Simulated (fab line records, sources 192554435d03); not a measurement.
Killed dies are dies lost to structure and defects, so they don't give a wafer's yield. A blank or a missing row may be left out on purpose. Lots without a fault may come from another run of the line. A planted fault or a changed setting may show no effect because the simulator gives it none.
Which tool did it? | flow n5_finfet | 23 lots, 69 wafers sampled, at 5 steps of a route of 1938

WHAT THE GAUGES READ, wafer by wafer
N5_DUMMY_GATE_OVL_MEAS_16.
lot  | measured    | on         | GATE_OVL (nm)
L074 | day 3 10:15 | overlay-01 | 0.1 1.5 0.9
L075 | day 3 14:08 | overlay-01 | -0.4 -1.4 -1.8
L077 | day 4 02:00 | overlay-02 | -0.3 0.3 -0.7
L078 | day 3 22:05 | overlay-02 | -0.7 -0.9 -0.4
L079 | day 4 11:29 | overlay-01 | -1.1 -1.3 -1.6
L080 | day 4 10:03 | overlay-01 | 0.5 0.2 -1.0
L081 | day 4 17:58 | overlay-02 | -1.3 -0.4 -1.0
L082 | day 5 00:34 | overlay-01 | -0.8 -0.5 -0.7
L083 | day 5 02:59 | overlay-02 | 0.3 -0.2 0.1
L084 | day 5 09:00 | overlay-01 | -0.2 -0.4 -1.0
L085 | day 5 17:50 | overlay-01 | -0.8 -0.3 -1.2
L086 | day 6 02:41 | overlay-01 | -0.5 1.3 0.1
L087 | day 6 05:56 | overlay-01 | -0.3 0.5 -0.2
L088 | day 6 10:36 | overlay-02 | -0.6 -0.9 0.3
L089 | day 6 19:50 | overlay-02 | -1.2 0.4 -0.1
L090 | day 6 23:09 | overlay-02 | 0.2 0.3 -0.9
L091 | day 7 04:54 | overlay-02 | -0.5 -0.5 -0.3
L092 | day 7 11:50 | overlay-02 | -0.9 0.1 -0.6
L093 | day 7 20:23 | overlay-02 | -0.1 0.3 0.3
L094 | day 7 23:56 | overlay-01 | 0.7 0.0 -1.2
L095 | day 8 06:44 | overlay-02 | -0.7 -0.6 -0.8
L096 | day 8 12:02 | overlay-02 | -0.2 -0.8 -0.5
L097 | day 8 16:11 | overlay-01 | 0.3 -0.2 1.6

WHICH TOOL RAN EACH LOT (tool, then ch and the chambers of the sampled wafers, then the start)
lot  | N5_FIN_CUT_ETCH_30                | N5_FIN_CUT_PRECLEAN_35            | N5_STI_FIN_REVEAL_STRIP_24        | N5_STI_FIN_REVEAL_OXIDATION_31
L074 | rie_diel-02 ch 0,2,3, day 2 02:58 | vapor_etch-02 ch 0,1, day 2 03:29 | rie_diel-05 ch 1,3, day 2 09:47   | plasma_asher-02 ch 0,1, day 2 12:10
L075 | rie_diel-06 ch 0,1,3, day 2 08:23 | vapor_etch-01 ch 0,1, day 2 08:54 | rie_diel-01 ch 1,3, day 2 15:03   | plasma_asher-01 ch 0,1, day 2 17:25
L077 | rie_diel-04 ch 0,1, day 2 21:46   | vapor_etch-01 ch 0,1, day 2 22:18 | rie_diel-05 ch 0,2,3, day 3 04:47 | plasma_asher-01 ch 0,1, day 3 07:10
L078 | rie_diel-04 ch 0,3, day 3 03:28   | vapor_etch-02 ch 1, day 3 03:59   | rie_diel-03 ch 0,2,3, day 3 10:15 | plasma_asher-02 ch 0,1, day 3 12:37
L079 | rie_diel-04 ch 0,2,3, day 3 08:43 | vapor_etch-02 ch 0,1, day 3 09:13 | rie_diel-05 ch 1,2,3, day 3 15:17 | plasma_asher-02 ch 0,1, day 3 17:40
L080 | rie_diel-06 ch 0,2,3, day 3 14:11 | vapor_etch-02 ch 0,1, day 3 14:42 | rie_diel-03 ch 0,1, day 3 21:00   | plasma_asher-01 ch 0, day 3 23:23
L081 | rie_diel-04 ch 2,3, day 3 20:19   | vapor_etch-02 ch 0,1, day 3 20:50 | rie_diel-03 ch 1,3, day 4 03:02   | plasma_asher-01 ch 0,1, day 4 05:25
L082 | rie_diel-02 ch 0,2,3, day 4 04:16 | vapor_etch-01 ch 0,1, day 4 04:49 | rie_diel-05 ch 0,1,2, day 4 10:53 | plasma_asher-01 ch 0,1, day 4 13:16
L083 | rie_diel-06 ch 1,2,3, day 4 08:27 | vapor_etch-02 ch 0, day 4 08:58   | rie_diel-01 ch 1,2, day 4 15:28   | plasma_asher-02 ch 0, day 4 17:49
L084 | rie_diel-04 ch 1,2,3, day 4 14:45 | vapor_etch-02 ch 0,1, day 4 15:16 | rie_diel-03 ch 0,1,3, day 4 21:28 | plasma_asher-01 ch 0,1, day 4 23:50
L085 | rie_diel-04 ch 1,2,3, day 4 20:56 | vapor_etch-01 ch 1, day 4 21:27   | rie_diel-03 ch 1,2, day 5 06:10   | plasma_asher-02 ch 1, day 5 08:32
L086 | rie_diel-06 ch 1,3, day 5 07:16   | vapor_etch-02 ch 0,1, day 5 07:50 | rie_diel-03 ch 0,1, day 5 14:16   | plasma_asher-02 ch 0, day 5 17:23
L087 | rie_diel-06 ch 2,3, day 5 10:16   | vapor_etch-02 ch 0,1, day 5 10:47 | rie_diel-01 ch 0,2, day 5 17:28   | plasma_asher-02 ch 0,1, day 5 19:54
L088 | rie_diel-02 ch 1,2,3, day 5 15:22 | vapor_etch-02 ch 0,1, day 5 15:53 | rie_diel-01 ch 2,3, day 5 22:50   | plasma_asher-01 ch 0,1, day 6 01:17
L089 | rie_diel-06 ch 2,3, day 6 01:06   | vapor_etch-02 ch 0,1, day 6 01:42 | rie_diel-05 ch 0,2,3, day 6 08:17 | plasma_asher-01 ch 1, day 6 10:40
L090 | rie_diel-02 ch 1,3, day 6 03:53   | vapor_etch-01 ch 0, day 6 04:25   | rie_diel-05 ch 0,2,3, day 6 11:22 | plasma_asher-01 ch 0,1, day 6 13:45
L091 | rie_diel-06 ch 1,2, day 6 10:10   | vapor_etch-01 ch 0,1, day 6 10:41 | rie_diel-03 ch 0,1, day 6 17:13   | plasma_asher-01 ch 0,1, day 6 19:35
L092 | rie_diel-02 ch 1,2,3, day 6 17:33 | vapor_etch-01 ch 0,1, day 6 18:04 | rie_diel-01 ch 1,2,3, day 7 00:10 | plasma_asher-02 ch 0,1, day 7 02:32
L093 | rie_diel-04 ch 1,2,3, day 7 00:11 | vapor_etch-02 ch 0,1, day 7 00:43 | rie_diel-01 ch 0,1,3, day 7 07:00 | plasma_asher-01 ch 0,1, day 7 09:25
L094 | rie_diel-02 ch 0,1,2, day 7 05:34 | vapor_etch-01 ch 0,1, day 7 06:04 | rie_diel-03 ch 0,2,3, day 7 12:15 | plasma_asher-02 ch 0,1, day 7 14:40
L095 | rie_diel-04 ch 0,1,2, day 7 11:41 | vapor_etch-01 ch 0,1, day 7 12:12 | rie_diel-03 ch 0,1,3, day 7 18:16 | plasma_asher-02 ch 0,1, day 7 20:38
L096 | rie_diel-06 ch 2,3, day 7 17:54   | vapor_etch-01 ch 0,1, day 7 18:25 | rie_diel-01 ch 0,1,2, day 8 00:31 | plasma_asher-01 ch 0,1, day 8 02:53
L097 | rie_diel-04 ch 2,3, day 7 21:41   | vapor_etch-01 ch 0,1, day 7 22:13 | rie_diel-01 ch 0,1,3, day 8 04:38 | plasma_asher-02 ch 0,1, day 8 07:01
- N5_FIN_CUT_ETCH_30: etches underlayer in N2/H2, target depth 13 nm, time 10.4 s.
- N5_FIN_CUT_PRECLEAN_35: cleans in vHF, time 13.3 s.
- N5_STI_FIN_REVEAL_STRIP_24: strips in N2/H2, time 90 s.
- N5_STI_FIN_REVEAL_OXIDATION_31: chemistry O2 PLASMA REMOTE, time 20 s.

WHAT THE TOOLS THEMSELVES READ (means of the sampled wafers that have a number; where no wafer has one, the mark that the record gives instead)
N5_FIN_CUT_ETCH_30.
lot  | tool        | drypump_motor_current_A (A) | etch_rf_on_time_s (s) | h2_flow_sccm (sccm) | oes_product_au (a.u.) | rf_vpp_V (V) | showerhead_plenum_p_Torr (Torr) | throttle_valve_pct (%)
L074 | rie_diel-02 | 5.6                         | 10.53                 | 200.0               | 0.63                  | 524.8        | 2.56                            | 17.93
L075 | rie_diel-06 | 5.3                         | 10.25                 | 199.8               | 0.64                  | 521.4        | 2.46                            | 17.84
L077 | rie_diel-04 | 6.1                         | 10.36                 | 200.0               | 0.61                  | 521.1        | 2.46                            | 18.04
L078 | rie_diel-04 | 5.7                         | 10.05                 | 200.3               | 0.60                  | 523.6        | 2.52                            | 18.02
L079 | rie_diel-04 | 5.6                         | 10.41                 | 200.6               | 0.61                  | 524.0        | 2.57                            | 18.02
L080 | rie_diel-06 | 5.2                         | 10.27                 | 199.9               | 0.63                  | 523.1        | 2.53                            | 17.95
L081 | rie_diel-04 | 5.3                         | 10.42                 | 199.7               | 0.64                  | 525.7        | 2.63                            | 18.05
L082 | rie_diel-02 | 5.5                         | 10.73                 | 200.3               | 0.62                  | 523.6        | 2.56                            | 17.95
L083 | rie_diel-06 | 5.4                         | 10.16                 | 199.8               | 0.65                  | 522.7        | 2.51                            | 17.87
L084 | rie_diel-04 | 5.8                         | 10.50                 | 200.2               | 0.61                  | 523.2        | 2.54                            | 18.08
L085 | rie_diel-04 | 5.7                         | 10.39                 | 199.9               | 0.62                  | 522.9        | 2.54                            | 18.09
L086 | rie_diel-06 | 5.5                         | 10.16                 | 200.3               | 0.65                  | 520.8        | 2.43                            | 17.93
L087 | rie_diel-06 | 5.3                         | 10.37                 | 199.6               | 0.63                  | 523.7        | 2.58                            | 18.00
L088 | rie_diel-02 | 5.7                         | 10.52                 | 199.9               | 0.63                  | 522.8        | 2.49                            | 17.83
L089 | rie_diel-06 | 5.3                         | 10.29                 | 200.2               | 0.64                  | 522.5        | 2.51                            | 18.05
L090 | rie_diel-02 | 5.8                         | 10.56                 | 200.5               | 0.62                  | 522.5        | 2.49                            | 17.98
L091 | rie_diel-06 | 5.5                         | 9.94                  | 199.6               | 0.65                  | 523.3        | 2.49                            | 17.76
L092 | rie_diel-02 | 5.7                         | 10.58                 | 200.4               | 0.62                  | 522.4        | 2.49                            | 17.84
L093 | rie_diel-04 | 5.7                         | 10.38                 | 199.5               | 0.61                  | 522.8        | 2.53                            | 18.11
L094 | rie_diel-02 | 5.6                         | 10.74                 | 199.4               | 0.61                  | 522.3        | 2.52                            | 17.82
L095 | rie_diel-04 | 5.8                         | 10.40                 | 200.4               | 0.69                  | 523.8        | 2.53                            | 17.93
L096 | rie_diel-06 | 5.3                         | 10.35                 | 199.8               | 0.62                  | 522.4        | 2.50                            | 18.09
L097 | rie_diel-04 | 5.5                         | 10.30                 | 199.9               | 0.60                  | 524.2        | 2.56                            | 18.09

N5_FIN_CUT_PRECLEAN_35.
lot  | tool          | drypump_motor_current_A (A)
L074 | vapor_etch-02 | 6.0
L075 | vapor_etch-01 | 5.2
L077 | vapor_etch-01 | 5.3
L078 | vapor_etch-02 | 6.2
L079 | vapor_etch-02 | 6.0
L080 | vapor_etch-02 | 6.0
L081 | vapor_etch-02 | 5.8
L082 | vapor_etch-01 | 5.3
L083 | vapor_etch-02 | 5.6
L084 | vapor_etch-02 | 5.8
L085 | vapor_etch-01 | 5.2
L086 | vapor_etch-02 | 6.0
L087 | vapor_etch-02 | 5.7
L088 | vapor_etch-02 | 6.0
L089 | vapor_etch-02 | 6.0
L090 | vapor_etch-01 | 5.3
L091 | vapor_etch-01 | 5.2
L092 | vapor_etch-01 | 5.2
L093 | vapor_etch-02 | 6.0
L094 | vapor_etch-01 | 5.2
L095 | vapor_etch-01 | 5.2
L096 | vapor_etch-01 | 5.2
L097 | vapor_etch-01 | 5.2

N5_STI_FIN_REVEAL_STRIP_24.
lot  | tool        | drypump_motor_current_A (A) | h2_flow_sccm (sccm) | oes_product_au (a.u.) | rf_vpp_V (V) | showerhead_plenum_p_Torr (Torr) | throttle_valve_pct (%)
L074 | rie_diel-05 | 6.0                         | 300.7               | 0.69                  | 45.5         | 3.32                            | 12.37
L075 | rie_diel-01 | 6.0                         | 300.5               | 0.93                  | 44.7         | 3.27                            | 11.82
L077 | rie_diel-05 | 5.5                         | 300.2               | 0.81                  | 44.9         | 3.43                            | 12.14
L078 | rie_diel-03 | 6.1                         | 299.8               | 0.86                  | 45.4         | 3.42                            | 12.30
L079 | rie_diel-05 | 5.8                         | 300.4               | 0.72                  | 45.6         | 3.38                            | 12.34
L080 | rie_diel-03 | 6.2                         | 300.2               | 0.92                  | 45.3         | 3.36                            | 12.06
L081 | rie_diel-03 | 6.2                         | 299.6               | 0.87                  | 45.8         | 3.47                            | 12.11
L082 | rie_diel-05 | 5.7                         | 300.7               | 0.79                  | 45.3         | 3.42                            | 12.23
L083 | rie_diel-01 | 5.7                         | 299.9               | 0.80                  | 46.4         | 3.45                            | 12.14
L084 | rie_diel-03 | 6.0                         | 301.0               | 0.84                  | 45.6         | 3.42                            | 12.25
L085 | rie_diel-03 | 6.6                         | 299.1               | 0.91                  | 45.0         | 3.45                            | 11.93
L086 | rie_diel-03 | 6.3                         | 298.8               | 0.89                  | 45.5         | 3.40                            | 11.98
L087 | rie_diel-01 | 5.9                         | 299.1               | 0.77                  | 45.5         | 3.33                            | 12.22
L088 | rie_diel-01 | 5.2                         | 299.4               | 0.75                  | 45.3         | 3.23                            | 12.09
L089 | rie_diel-05 | 5.5                         | 299.7               | 0.77                  | 45.8         | 3.42                            | 12.21
L090 | rie_diel-05 | 5.6                         | 299.7               | 0.76                  | 46.5         | 3.41                            | 12.22
L091 | rie_diel-03 | 6.2                         | 299.5               | 0.86                  | 45.8         | 3.35                            | 12.13
L092 | rie_diel-01 | 5.6                         | 300.1               | 0.78                  | 45.2         | 3.30                            | 12.08
L093 | rie_diel-01 | 5.9                         | 300.9               | 0.81                  | 44.2         | 3.22                            | 12.02
L094 | rie_diel-03 | 6.1                         | 301.2               | 0.79                  | 45.7         | 3.40                            | 12.40
L095 | rie_diel-03 | 6.0                         | 299.7               | 0.80                  | 44.6         | 3.40                            | 12.32
L096 | rie_diel-01 | 6.0                         | 300.1               | 0.77                  | 45.5         | 3.35                            | 12.17
L097 | rie_diel-01 | 5.9                         | 300.4               | 0.79                  | 45.6         | 3.22                            | 12.04

N5_STI_FIN_REVEAL_OXIDATION_31.
lot  | tool            | drypump_motor_current_A (A) | heater_power_w (W)
L074 | plasma_asher-02 | 5.6                         | 128
L075 | plasma_asher-01 | 6.2                         | 153
L077 | plasma_asher-01 | 6.2                         | 149
L078 | plasma_asher-02 | 5.6                         | 137
L079 | plasma_asher-02 | 5.6                         | 139
L080 | plasma_asher-01 | 6.1                         | 149
L081 | plasma_asher-01 | 6.2                         | 150
L082 | plasma_asher-01 | 6.2                         | 147
L083 | plasma_asher-02 | 5.7                         | 120
L084 | plasma_asher-01 | 6.2                         | 150
L085 | plasma_asher-02 | 5.5                         | 148
L086 | plasma_asher-02 | 5.8                         | 119
L087 | plasma_asher-02 | 5.6                         | 139
L088 | plasma_asher-01 | 6.3                         | 152
L089 | plasma_asher-01 | 6.3                         | 157
L090 | plasma_asher-01 | 6.2                         | 150
L091 | plasma_asher-01 | 6.2                         | 154
L092 | plasma_asher-02 | 5.6                         | 137
L093 | plasma_asher-01 | 6.2                         | 152
L094 | plasma_asher-02 | 5.6                         | 138
L095 | plasma_asher-02 | 5.6                         | 130
L096 | plasma_asher-01 | 6.2                         | 151
L097 | plasma_asher-02 | 5.6                         | 131

THE ANSWER, worked out from the rows above alone
Rule: what is usual is taken from the lots themselves. Put in order of their means at a reading, lots are off if they are a third of the lots or fewer, leave a main group of 4 or more, and stand apart from it by a gap of 3 or more times the standard deviation of the main group's means; of several such gaps the widest counts. A main group whose means are all the same, to the digits that the tables above print for the reading, isn't used. A lot without any number at a reading at which 4 lots or more have one is off too. The other lots that the step has rows for count as sound. The gauges are gone through in route order, then the tools' own readings, and for those a lot's mean is taken as printed above. The first step at which some lot is off is used, and at that step the reading that is off furthest; a lot without a number counts as furthest.
No lot is off at any reading shown: from this, nothing can be told.

WHAT THE SIMULATOR HAD PUT IN
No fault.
